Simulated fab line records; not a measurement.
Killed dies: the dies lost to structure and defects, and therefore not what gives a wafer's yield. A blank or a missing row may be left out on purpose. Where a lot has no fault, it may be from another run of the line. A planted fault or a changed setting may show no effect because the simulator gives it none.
fab line records	flow n5_finfet
record: lots: 9	wafers: 25	last_day: 18
route steps=1938 shown BEOL_M4@1111 TV_LITHO@1886 PASSIVATION@1911
lots that met no fault: from a run of the same line without faults
start_h: hours from the record's opening day to when the first of the lot's shown wafers began	wait_h: how many hours have passed since the lot's step before this one	" identical to the entry in the row above	L1.1+2: a single row standing in for several wafers	- no value, or no start given	* or withheld: withheld	< > ~ a bound
route shown NAME@n: NAME is a module with steps in the file, n the number in the route of the first one	usual: the fault-free wafers' mean and standard deviation	same: alike in all rows	chamber/n: place in a boat	sites: per-site readings	_std_site: standard deviation of those values	_edge_site: the outer-site mean with the inner-site mean subtracted	radius_mm: for every site, how far away it sits from the centre of the wafer	mask NAME#n: copy n	behind: the tool/chamber that last shaped the wafer	hold: cause of the lot's hold/its duration in hours/its outcome	device: the n, p or np transistor that did not switch	end of line: tests of these same wafers at the route's end	a step without rows: its recipe alone	killed: dies that structure and defects cost at the first sort, which is not the same as the wafer's yield	map: shows each die of a wafer: x if killed, . if not, _ if none is there
set.NAME: the setting the step ran with; set.NAME@STEP: the setting that earlier step ran with	model.NAME: the simulator's own value behind a step, which no gauge read
the route's steps for a sample of lots (tables are steps, rows are wafers)
services: the hour from which a tool's chamber was out of use, counted from the record's first day as start_h (under 0 if before that day), plus the number of hours and why
== steps ==
step: N5_BEOL_M4_RC_MEAS_101
usual: DIBL_N: 36.3/1.6	DIBL_P: 36.4/2.1	IOFF_N: 0.16/0.032	IOFF_P: 0.22/0.044	ION_N: 675/12	ION_P: 463/8.3	SS_N: 71.6/0.64	SS_P: 73.3/0.67	VT_N: 250/3.3	VT_P: -250/3.7
lot.wafer	tool	chamber	start_h	wait_h	DIBL_N[mV/V]	DIBL_P[mV/V]	IOFF_N[nA/um]	IOFF_P[nA/um]	ION_N[uA/um]	ION_P[uA/um]	SS_N[mV/dec]	SS_P[mV/dec]	VT_N[mV]	VT_P[mV]
L361.1	prober-01	0	218.98	0.0	36.7	36.5	0.17	0.22	675	470	71.0	73.9	248	-249
L361.3	"	0	"	"	36.5	36.4	0.16	0.20	664	455	71.4	72.9	251	-251
L361.5	"	0	"	"	37.5	37.5	0.18	0.22	682	469	72.1	74.1	248	-248
L360.3	prober-02	0	226.43	0.3	38.8	38.2	0.18	0.23	684	466	71.7	73.9	252	-247
L360.4	"	0	"	"	35.0	33.1	0.12	0.16	666	455	70.6	73.1	256	-255
L360.5	"	0	"	"	36.4	35.1	0.15	0.20	686	464	71.9	73.5	251	-251
L365.1	prober-01	0	254.70	0.0	38.7	39.0	0.20	0.32	664	472	73.3	73.9	248	-242
L365.4	"	0	"	"	38.2	39.1	0.18	0.32	683	477	71.7	73.5	249	-244
L368.1	prober-02	0	287.00	0.0	33.7	32.9	0.13	0.20	674	469	71.2	71.8	250	-247
L368.3	"	0	"	"	38.6	38.7	0.22	0.29	694	472	72.7	74.4	243	-245
L368.6	"	0	"	"	35.6	35.8	0.17	0.26	696	479	71.5	73.3	249	-244
L372.1	prober-02	0	306.11	0.7	34.7	35.1	0.14	0.20	663	458	71.4	73.7	253	-253
L372.4	"	0	"	"	35.3	35.8	0.15	0.20	668	462	71.0	74.1	251	-251
L374.3	prober-01	0	308.73	0.3	38.0	37.5	0.20	0.26	699	471	72.3	74.3	246	-244
L374.4	"	0	"	"	33.7	32.2	0.12	0.17	654	452	70.6	72.7	253	-250
L374.5	"	0	"	"	34.7	33.5	0.13	0.18	674	461	71.4	74.0	251	-251
L373.1	prober-02	0	309.94	0.0	36.4	36.7	0.16	0.23	685	475	71.0	73.9	249	-249
L373.2	"	0	"	"	34.7	33.9	0.13	0.19	669	460	70.9	72.7	251	-249
L373.6	"	0	"	"	35.0	33.9	0.14	0.20	676	463	71.5	72.5	251	-248
L377.2	prober-01	0	321.76	0.2	34.4	34.3	0.15	0.21	678	465	71.0	72.0	246	-247
L377.3	"	0	"	"	35.5	36.6	0.17	0.25	699	479	72.3	73.0	247	-246
L377.6	"	0	"	"	38.4	40.4	0.24	0.32	690	468	72.9	74.0	243	-243
L375.1	prober-02	0	323.48	0.0	34.9	35.0	0.14	0.19	666	465	71.3	72.3	251	-251
L375.3	"	0	"	"	37.0	37.8	0.18	0.24	681	469	71.4	73.3	246	-247
L375.6	"	0	"	"	37.3	37.6	0.18	0.23	685	467	71.3	73.4	244	-249
step: N5_PASSIVATION_DESCUM_12
recipe: chemistry: O2	time_s: 7.9	source_power_w: 50	bias_power_w: 20	pressure_mtorr: 20	rf_frequency_hz: 2.712e+07	temp_c: 40	o2_flow_sccm: 225
usual: drypump_motor_current_A: 5.7/0.47	oes_product_au: 0.83/0.084	rf_vpp_V: 243.0/1.4	showerhead_plenum_p_Torr: 2.08/0.072	throttle_valve_pct: 20.48/0.2
lot.wafer	tool	chamber	start_h	wait_h	drypump_motor_current_A	oes_product_au	rf_hours_counter_h	rf_vpp_V	showerhead_plenum_p_Torr	throttle_valve_pct
L361.1	rie_diel-01	2	336.22	0.1	5.1	0.79	86	244.6	2.13	20.35
L361.3	"	3	"	"	6.4	0.84	76	241.4	2.01	20.30
L361.5	"	0	"	"	6.1	0.88	-	243.7	2.12	20.47
L360.3	rie_diel-04	1	346.65	0.3	5.7	0.79	115	241.5	2.03	20.63
L360.4	"	2	"	"	5.4	0.73	185	239.7	1.98	20.22
L360.5	"	2	"	"	5.5	0.72	-	242.7	1.98	20.22
L365.1	rie_diel-04	0	365.26	0.1	5.8	0.90	24	244.4	2.04	20.33
L365.4	"	3	"	"	5.8	0.94	12	242.1	2.07	20.57
L368.1	rie_diel-05	0	388.96	0.0	4.7	0.98	2	244.0	2.15	20.37
L368.3	"	1	"	"	5.9	0.81	117	243.7	2.21	20.82
L368.6	"	1	"	"	5.9	0.81	-	244.9	2.21	20.82
L377.2	rie_diel-01	1	407.67	0.5	6.1	0.95	15	243.7	2.16	20.23
L377.3	"	2	"	"	5.1	0.78	112	241.8	2.12	20.40
L377.6	"	1	"	"	6.1	0.94	-	243.8	2.16	20.23
L374.3	rie_diel-04	3	407.74	0.2	5.8	0.91	-	241.8	2.06	20.59
L374.4	"	1	"	"	5.8	0.78	-	242.6	2.02	20.66
L374.5	"	3	"	"	5.9	0.92	-	243.1	2.06	20.59
L372.1	rie_diel-01	2	408.15	0.5	5.1	0.77	112	244.7	2.12	20.39
L372.4	"	1	"	"	6.1	0.95	15	243.4	2.16	20.24
L373.1	rie_diel-01	0	415.79	0.0	6.1	0.83	59	243.3	2.11	20.50
L373.2	"	2	"	"	5.1	0.77	114	243.4	2.12	20.38
L373.6	"	0	"	"	6.2	0.83	-	245.1	2.11	20.52
L375.1	rie_diel-05	1	419.02	0.0	5.9	0.80	127	243.7	2.20	20.83
L375.3	"	2	"	"	5.5	0.71	215	242.9	2.01	20.76
L375.6	"	1	"	"	5.9	0.80	-	244.8	2.20	20.83
step: N5_PASSIVATION_STRIP_34
recipe: chemistry: O2	power_w: 600	temp_c: 60	pressure_mtorr: 30	rf_frequency_hz: 6e+07	bias_power_w: 0	overash_fraction: 2	o2_flow_sccm: 225
usual: drypump_motor_current_A: 6.0/0.54	oes_product_au: 0.84/0.081	rf_vpp_V: 3.5/1.3	showerhead_plenum_p_Torr: 2.13/0.073	throttle_valve_pct: 16.5/0.3
lot.wafer	tool	chamber	start_h	wait_h	drypump_motor_current_A	oes_product_au	rf_hours_counter_h	rf_vpp_V	showerhead_plenum_p_Torr	throttle_valve_pct
L361.1	rie_diel-02	0	338.15	0.1	6.1	0.85	74	2.8	2.22	16.2
L361.3	"	2	"	"	5.1	0.88	35	3.6	2.05	16.4
L361.5	"	3	"	"	6.3	0.68	-	6.4	1.98	16.6
L360.3	rie_diel-03	1	349.12	0.1	5.9	0.72	221	3.6	2.18	17.3
L360.4	"	2	"	"	5.6	0.69	234	1.4	1.98	16.7
L360.5	"	2	"	"	5.6	0.69	-	2.7	1.98	16.7
L365.1	rie_diel-03	3	367.82	0.1	6.1	0.90	34	4.0	2.23	16.3
L365.4	"	1	"	"	5.9	0.72	228	5.2	2.17	17.3
L368.1	rie_diel-02	3	392.18	0.1	6.3	0.94	3	2.7	2.24	16.1
L368.3	"	1	"	"	5.5	0.88	37	1.3	2.06	16.8
L368.6	"	2	"	"	5.2	0.85	-	3.0	2.04	16.4
L377.2	rie_diel-06	2	410.10	0.1	6.3	0.87	44	1.8	2.15	16.6
L377.3	"	2	"	"	6.2	0.89	-	4.8	2.15	16.6
L377.6	"	2	"	"	6.2	0.88	-	7.1	2.15	16.5
L372.1	rie_diel-03	1	410.21	0.1	5.9	0.70	246	1.4	2.17	17.3
L372.4	"	3	"	"	6.1	0.88	-	1.5	2.22	16.4
L374.3	rie_diel-06	2	410.52	0.1	6.2	0.88	-	3.5	2.15	16.6
L374.4	"	3	"	"	6.8	0.87	-	5.4	2.11	16.2
L374.5	"	3	"	"	6.8	0.87	-	5.1	2.11	16.3
L373.1	rie_diel-02	1	417.83	0.1	5.5	0.86	46	4.3	2.06	16.9
L373.2	"	2	"	"	5.2	0.84	65	2.4	2.04	16.4
L373.6	"	3	"	"	6.3	0.93	-	5.1	2.24	16.2
L375.1	rie_diel-06	1	421.55	0.2	5.2	0.87	22	1.2	2.16	16.6
L375.3	"	3	"	"	6.8	0.87	60	3.6	2.11	16.3
L375.6	"	1	"	"	5.2	0.91	-	2.2	2.16	16.6
step: N5_PASSIVATION_DESCUM_46
recipe: chemistry: O2	time_s: 7.9	source_power_w: 50	bias_power_w: 20	pressure_mtorr: 20	rf_frequency_hz: 2.712e+07	temp_c: 40	o2_flow_sccm: 225
usual: drypump_motor_current_A: 5.9/0.53	oes_product_au: 0.84/0.081	rf_vpp_V: 243.6/1.5	showerhead_plenum_p_Torr: 2.12/0.078	throttle_valve_pct: 20.3/0.32
lot.wafer	tool	chamber	start_h	wait_h	drypump_motor_current_A	oes_product_au	rf_hours_counter_h	rf_vpp_V	showerhead_plenum_p_Torr	throttle_valve_pct
L361.1	rie_diel-06	0	339.92	0.1	5.9	0.70	244	244.4	2.13	20.5
L361.3	"	2	"	"	6.2	0.94	10	242.8	2.16	20.4
L361.5	"	2	"	"	6.2	0.95	-	245.2	2.16	20.4
L360.3	rie_diel-06	2	350.51	0.2	6.2	0.93	15	244.0	2.16	20.4
L360.4	"	0	"	"	5.9	0.69	-	243.5	2.13	20.5
L360.5	"	3	"	"	6.8	0.91	-	243.5	2.12	20.0
L365.1	rie_diel-06	2	369.73	0.0	6.2	0.91	24	243.6	2.15	20.4
L365.4	"	1	"	"	5.2	0.95	-	243.3	2.17	20.4
L368.1	rie_diel-06	3	393.81	0.4	6.8	0.86	46	243.7	2.11	20.0
L368.3	"	1	"	"	5.2	0.91	15	244.4	2.16	20.4
L368.6	"	1	"	"	5.2	0.91	-	243.0	2.16	20.4
L377.2	rie_diel-03	3	411.26	0.0	6.1	0.88	50	244.4	2.22	20.1
L377.3	"	1	"	"	5.9	0.70	247	244.0	2.16	21.1
L377.6	"	2	"	"	5.6	1.02	-	246.4	2.23	20.1
L372.1	rie_diel-06	3	411.62	0.2	6.7	0.87	54	244.9	2.11	20.0
L372.4	"	3	"	"	6.8	0.86	-	245.2	2.11	20.0
L374.3	rie_diel-02	1	411.66	0.0	5.5	0.86	43	241.2	2.05	20.7
L374.4	"	0	"	"	6.0	0.81	101	246.3	2.21	20.0
L374.5	"	3	"	"	6.4	0.94	-	245.8	2.23	20.0
L373.1	rie_diel-02	0	418.96	0.0	6.1	0.80	105	244.9	2.21	20.0
L373.2	"	3	"	"	6.4	0.92	12	246.4	2.23	20.0
L373.6	"	2	"	"	5.2	0.83	-	241.6	2.03	20.2
L375.1	rie_diel-02	1	422.72	0.0	5.5	0.86	48	241.5	2.05	20.7
L375.3	"	2	"	"	5.2	0.84	68	242.9	2.03	20.2
L375.6	"	0	"	"	6.1	0.81	-	244.6	2.21	20.0
step: N5_PASSIVATION_PASS_ETCH_47
recipe: chemistry: CF4/O2	target: SiNx	target_depth_a: 7700	time_s: 385	ion_energy_ev: 100	pressure_mtorr: 40	source_w: 535	bias_w: 49	Ar_flow_sccm: 100	cf4_flow_sccm: 100	O2_flow_sccm: 10
usual: drypump_motor_current_A: 5.9/0.54	oes_product_au: 0.84/0.077	rf_vpp_V: 241/3.9	run_length_s: 408.4/0.38	showerhead_plenum_p_Torr: 2.23/0.073	throttle_valve_pct: 15.71/0.29
lot.wafer	tool	chamber	start_h	wait_h	drypump_motor_current_A	oes_product_au	rf_hours_counter_h	rf_vpp_V	run_length_s	showerhead_plenum_p_Torr	throttle_valve_pct
L361.1	rie_diel-06	0	339.95	0.0	5.9	0.69	244	250	408.2	2.25	16.11
L361.3	"	2	"	"	6.2	0.93	10	245	408.6	2.24	15.54
L361.5	"	2	"	"	6.2	0.92	-	245	409.1	2.24	15.52
L360.3	rie_diel-06	2	350.55	0.0	6.2	0.90	15	246	408.8	2.24	15.53
L360.4	"	0	"	"	5.9	0.69	-	251	407.8	2.25	16.12
L360.5	"	3	"	"	6.8	0.89	-	244	408.4	2.26	15.57
L365.1	rie_diel-06	2	369.77	0.0	6.2	0.90	24	247	248.9	2.23	15.54
L365.4	"	1	"	"	5.2	0.95	-	235	408.7	2.26	15.62
L368.1	rie_diel-06	3	393.85	0.0	6.8	0.85	46	242	248.5	2.26	15.62
L368.3	"	1	"	"	5.2	0.92	15	235	408.6	2.26	15.64
L368.6	"	1	"	"	5.2	0.91	-	236	408.7	2.26	15.64
L377.2	rie_diel-03	3	411.29	0.0	6.1	0.87	50	245	408.1	2.32	15.49
L377.3	"	1	"	"	5.9	0.71	247	241	409.1	2.26	16.48
L377.6	"	2	"	"	5.6	1.00	-	237	408.5	2.35	15.54
L372.1	rie_diel-06	3	411.67	0.0	6.8	0.85	54	243	248.9	2.25	15.63
L372.4	"	3	"	"	6.8	0.85	-	243	408.3	2.25	15.63
L374.3	rie_diel-02	1	411.70	0.0	5.5	0.86	43	239	408.7	2.15	15.93
L374.4	"	0	"	"	6.1	0.81	101	242	408.4	2.31	15.40
L374.5	"	3	"	"	6.4	0.92	-	241	408.1	2.34	15.34
L373.1	rie_diel-02	0	419.00	0.0	6.1	0.81	105	244	409.0	2.31	15.38
L373.2	"	3	"	"	6.4	0.92	12	241	407.8	2.34	15.34
L373.6	"	2	"	"	5.2	0.84	-	239	408.2	2.16	15.74
L375.1	rie_diel-02	1	422.76	0.0	5.4	0.85	48	237	408.8	2.14	15.93
L375.3	"	2	"	"	5.2	0.83	68	240	408.1	2.16	15.71
L375.6	"	0	"	"	6.1	0.80	-	242	408.4	2.31	15.40
step: N5_PASSIVATION_PROBE_49
usual: defect_limited_yield: 91.4/1.2	killed_at_M0_to_M3: 35/11	killed_at_M4_up: 14/6	killed_at_contacts: 12/6.7	killed_at_front_end: 37/9.7	killed_at_other: 3.5/2.5	killed_dies: 102/15	killed_on_rim: 13/3.6	killed_open: 67/12	killed_short: 33/7.3	sort_bin_5_function: 5.1/0.81	sort_bin_6_memory: 3.2/0.65	sort_n_pass: 1078/15	sort_yield_pct: 91.4/1.2
same: gross_dies: 1180	killed_at_back_side: 0	sort_bin_4_leakage[%]: 0	sort_bin_8_speed[%]: 0
lot.wafer	tool	chamber	start_h	wait_h	defect_limited_yield[%]	killed_at_M0_to_M3	killed_at_M4_up	killed_at_contacts	killed_at_front_end	killed_at_other	killed_dies	killed_on_rim	killed_open	killed_short	sort_bin_5_function[%]	sort_bin_6_memory[%]	sort_n_pass	sort_yield_pct[%]
L365.1	prober-01	-	372.77	0.0	0	16	12	2	46	1104	1180	152	50	27	97.4	2.3	0	0
L365.4	prober-01	-	372.92	0.2	91.3	36	17	15	35	0	103	12	70	33	5.8	2.6	1077	91.3
L368.1	prober-01	-	396.86	0.0	0	39	20	10	30	1081	1180	152	63	38	96.6	3.1	0	0
L368.3	prober-01	-	396.96	0.1	90.8	31	20	18	35	5	109	18	70	37	5.7	3.1	1071	90.8
L368.6	prober-01	-	397.11	0.3	88.6	52	14	13	49	6	134	18	91	42	5.6	5.1	1046	88.6
L372.1	prober-01	-	416.27	0.0	0	37	5	21	23	1094	1180	152	55	38	96.2	3.2	0	0
L372.4	prober-01	-	416.42	0.2	91.2	34	16	8	35	11	104	10	69	35	5.4	3.4	1076	91.2
killed by level:class
L365.1 PASSIVATION:area_etch=1102 STI_FIN_REVEAL:geometric_particle:open=11 FIN_SAQP:geometric_particle:short=8 FIN_SAQP:geometric_particle:open=5 DUMMY_GATE:geometric_particle:open=5 ILD0:geometric_particle:open=5 BEOL_M1:geometric_particle:open=5 BEOL_M4:geometric_particle:open=4
L365.4 MOL_CONTACT_COAG:geometric_particle:open=14 BEOL_M0_SAQP:geometric_particle:open=13 BEOL_M4:geometric_particle:open=9 FIN_SAQP:geometric_particle:short=7 BEOL_M0_SAQP:geometric_particle:short=6 FIN_SAQP:geometric_particle:open=5 DUMMY_GATE:geometric_particle:open=5 BEOL_M3:geometric_particle:open=4
L368.1 PASSIVATION:area_etch=1078 BEOL_M0_SAQP:geometric_particle:short=16 BEOL_M4:geometric_particle:open=13 BEOL_M0_SAQP:geometric_particle:open=10 MOL_CONTACT_COAG:geometric_particle:open=9 STI_FIN_REVEAL:geometric_particle:open=5 DUMMY_GATE:geometric_particle:open=5 BEOL_M3:geometric_particle:open=5
L368.3 MOL_CONTACT_COAG:geometric_particle:open=17 BEOL_M0_SAQP:geometric_particle:short=13 BEOL_M4:geometric_particle:open=12 GATE_CUT:geometric_particle:short=6 BEOL_M0_SAQP:geometric_particle:open=6 STI_FIN_REVEAL:geometric_particle:open=5 DUMMY_GATE:geometric_particle:open=5 FIN_SAQP:geometric_particle:open=4
L368.6 BEOL_M0_SAQP:geometric_particle:short=19 BEOL_M0_SAQP:geometric_particle:open=15 MOL_CONTACT_COAG:geometric_particle:open=12 FIN_SAQP:geometric_particle:open=11 DUMMY_GATE:geometric_particle:open=10 GATE_CUT:geometric_particle:short=9 BEOL_M3:geometric_particle:open=9 BEOL_M4:geometric_particle:open=9
L372.1 PASSIVATION:area_etch=1086 MOL_CONTACT_COAG:geometric_particle:open=15 BEOL_M0_SAQP:geometric_particle:open=13 BEOL_M0_SAQP:geometric_particle:short=11 STARTING-WAFER:geometric_particle:short=7 MOL_CONTACT_COAG:geometric_particle:short=6 FIN_SAQP:geometric_particle:open=4 STI_FIN_REVEAL:geometric_particle:open=3
L372.4 BEOL_M0_SAQP:geometric_particle:open=13 STI_FIN_REVEAL:geometric_particle:open=11 BEOL_M0_SAQP:geometric_particle:short=8 MOL_CONTACT_COAG:geometric_particle:open=7 BEOL_M4:geometric_particle:open=6 FIN_SAQP:geometric_particle:short=5 FIN_SAQP:geometric_particle:open=5 DUMMY_GATE:geometric_particle:open=5
== services ==
tool	chamber	start_h	hours	kind
rie_diel-02	-	336.28	0.6	repair
rie_diel-06	1	337.72	-	clean
rie_diel-06	1	337.72	-	consumable_replace:focus_ring
rie_diel-06	1	337.72	25.3	scheduled_down
rie_diel-06	1	337.72	25.3	vent_cycle
rie_diel-06	0	363.10	-	clean
rie_diel-06	0	363.10	-	consumable_replace:focus_ring
rie_diel-06	0	363.10	26.1	scheduled_down
rie_diel-06	0	363.10	26.1	vent_cycle
rie_diel-02	3	363.70	-	clean
rie_diel-02	3	363.70	-	consumable_replace:focus_ring
rie_diel-02	3	363.70	-	consumable_replace:showerhead
rie_diel-02	3	363.70	19.9	scheduled_down
rie_diel-02	3	363.70	19.9	vent_cycle
rie_diel-01	0	378.42	9.6	repair
rie_diel-05	3	378.97	14.3	repair
rie_diel-05	0	379.15	1.6	repair
rie_diel-06	0	391.80	48.8	repair
rie_diel-03	2	392.46	-	clean
rie_diel-03	2	392.46	-	consumable_replace:focus_ring
rie_diel-03	2	392.46	-	consumable_replace:showerhead
rie_diel-04	0	399.11	26.0	repair
rie_diel-04	2	402.36	8.4	repair
rie_diel-06	1	404.37	14.4	repair
== key ==
first_sign: step: N5_PASSIVATION_PASS_ETCH_47	reading: run_length_s	direction: down	sigmas: 99+	usual: *	struck: *
effect: step: N5_PASSIVATION_PROBE_49	reading: killed_at_other	direction: up	sigmas: 99+	usual: 3.5	struck: 1093
more_kills_born_at: N5_PASSIVATION_PASS_ETCH_47@rie_diel-06: 3266
met_at N5_PASSIVATION_PASS_ETCH_47
struck_lots L365,L368,L372
struck_wafers L365.1,L368.1,L372.1
later_rows_left_out L365.1,L368.1,L372.1
not_acting_at N5_PASSIVATION_DESCUM_12,N5_PASSIVATION_STRIP_34,N5_PASSIVATION_DESCUM_46
onset_between 350.55 369.77
fault: kind: process_parameter_drift	tool: rie_diel-06	chamber: -	onset_h: 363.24	steps: N5_PASSIVATION_PASS_ETCH_47	channel: time_s	offset: *	shape: step	end_h: 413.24	scope: struck_wafers_only	acts_in: *	stated: *
later_rows_left_out: the simulator's readings of these wafers behind a module that went badly wrong aren't trusted and aren't shown, but for the sort
